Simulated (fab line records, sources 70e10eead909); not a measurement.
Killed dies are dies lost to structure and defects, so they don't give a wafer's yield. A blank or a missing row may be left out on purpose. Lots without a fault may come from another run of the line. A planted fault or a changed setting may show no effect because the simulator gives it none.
Chamber matching | flow nand_harc | NHARC_P_M2_STRIP_18 on rie_diel-09: 4 sister chambers
The step strips in N2/H2. 18 wafers are shown with their chamber, then 9 later ones without.

WAFERS WITH THEIR CHAMBER
wafer  | chamber | showerhead_plenum_p_Torr (Torr) | throttle_valve_pct (%) | oes_product_au (a.u.)
L075.2 | 2       | 1.93                            | 14.168                 | 1.010
L075.4 | 3       | 2.06                            | 14.155                 | 1.006
L075.5 | 1       | 2.02                            | 14.170                 | 1.011
L077.1 | 3       | 2.06                            | 14.161                 | 0.985
L077.4 | 0       | 2.20                            | 14.180                 | 0.991
L077.6 | 3       | 2.06                            | 14.155                 | 0.993
L080.2 | 2       | 1.93                            | 14.173                 | 0.978
L080.4 | 3       | 2.06                            | 14.157                 | 0.987
L080.5 | 1       | 2.02                            | 14.170                 | 1.004
L081.2 | 1       | 2.02                            | 14.168                 | 1.015
L081.4 | 2       | 1.93                            | 14.175                 | 0.992
L081.5 | 3       | 2.06                            | 14.173                 | 0.981
L086.3 | 0       | 2.20                            | 14.167                 | 0.988
L086.5 | 3       | 2.06                            | 14.166                 | 0.989
L086.6 | 0       | 2.20                            | 14.192                 | 0.984
L089.3 | 1       | 2.02                            | 14.166                 | 1.016
L089.4 | 0       | 2.19                            | 14.167                 | 1.003
L089.6 | 0       | 2.19                            | 14.178                 | 0.992

SIGNATURES (means of the wafers above)
reading                  | chamber 0 | chamber 1 | chamber 2 | chamber 3 | scatter within a chamber
showerhead_plenum_p_Torr | 2.1960    | 2.0200    | 1.9300    | 2.0600    | 0.00293
throttle_valve_pct       | 14.17680  | 14.16850  | 14.17200  | 14.16117  | 0.00721
oes_product_au           | 0.99160   | 1.01150   | 0.99333   | 0.99017   | 0.0092
Rule: a wafer's distance from a chamber is the root of the sum, over the readings, of the square of ((its reading less the chamber's mean) divided by the reading's scatter). The wafer belongs to the nearest chamber; if the next one is less than 2 further off, it can't be placed. The scatter: the root of (the sum of the squares of (reading less its chamber's mean) over the shown wafers, divided by (wafers less chambers)).

WAFERS WITHOUT THEIR CHAMBER
wafer  | showerhead_plenum_p_Torr (Torr) | throttle_valve_pct (%) | oes_product_au (a.u.)
L090.4 | 1.93                            | 14.169                 | 0.978
L090.5 | 2.02                            | 14.172                 | 1.009
L090.6 | 1.93                            | 14.155                 | 0.991
L091.1 | 1.93                            | 14.161                 | 0.987
L091.3 | 2.02                            | 14.159                 | 1.002
L091.5 | 2.19                            | 14.172                 | 0.982
L096.2 | 2.19                            | 14.174                 | 0.992
L096.4 | 1.93                            | 14.174                 | 0.982
L096.5 | 2.06                            | 14.188                 | 0.984

WHICH CHAMBER EACH WENT THROUGH
wafer  | from the rows above | in truth
L090.4 | 2                   | 2
L090.5 | 1                   | 1
L090.6 | 2                   | 2
L091.1 | 2                   | 2
L091.3 | 1                   | 1
L091.5 | 0                   | 0
L096.2 | 0                   | 0
L096.4 | 2                   | 2
L096.5 | 3                   | 3
Placed correctly: 9 of 9. Can't be placed from these rows: 0. Placed wrongly: 0.
